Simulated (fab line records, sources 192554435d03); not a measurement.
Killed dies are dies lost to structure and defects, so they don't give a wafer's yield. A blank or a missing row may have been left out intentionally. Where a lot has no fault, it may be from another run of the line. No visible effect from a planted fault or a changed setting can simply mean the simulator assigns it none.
Chamber matching ; flow n5-finfet ; N5_BEOL_M9_ETCH_62 on rie-diel-01 has 3 sister chambers
The step etches SOC in N2/H2, target depth 110 nm, overetch 22 nm, time 165 s. 14 wafers are shown with their chamber, then 4 later ones without.

== WAFERS PAIRED WITH THEIR CHAMBERS ==
wafer;chamber;showerhead-plenum-p-Torr (Torr);throttle-valve-pct (%);rf-vpp-V (V)
L286.1;2;2.50;18.42;523
L286.3;1;2.58;17.75;525
L286.6;0;2.59;18.05;525
L291.4;0;2.59;18.05;526
L291.5;1;2.57;17.76;524
L291.6;2;2.50;17.95;523
L293.2;1;2.57;17.76;525
L293.3;2;2.50;17.97;525
L293.6;2;2.50;17.97;523
L295.3;0;2.58;18.09;524
L295.5;0;2.58;18.08;526
L298.1;1;2.57;17.76;526
L298.4;2;2.50;17.99;523
L298.6;2;2.50;18.00;523

SIGNATURES, as means of the wafers listed above
reading;chamber 0;chamber 1;chamber 2;scatter within a chamber
showerhead-plenum-p-Torr;2.5850;2.5725;2.5000;0.00399
throttle-valve-pct;18.0675;17.7575;18.0500;0.123
rf-vpp-V;525.25;525.00;523.33;0.857
Rule: a wafer lies at a distance from a chamber equal to the root of the sum of squares, over the readings, of (its reading less the chamber's mean, divided by the reading's scatter). The wafer belongs to the nearest chamber; if the next one is less than 2 further off, it can't be placed. The scatter: the root of (the sum of the squares of (reading less its chamber's mean) over the shown wafers, divided by (wafers less chambers)).

== WAFERS MISSING THEIR CHAMBER ==
wafer;showerhead-plenum-p-Torr (Torr);throttle-valve-pct (%);rf-vpp-V (V)
L301.6;2.50;17.99;523
L304.2;2.56;17.81;525
L304.3;2.49;18.01;523
L304.4;2.56;17.80;525

== EACH ONE'S CHAMBER ==
wafer;from the rows above;in truth
L301.6;2;2
L304.2;1;1
L304.3;2;2
L304.4;1;1
Correctly placed: 4 of 4. Not placeable from these rows: 0. 0 placed wrongly.
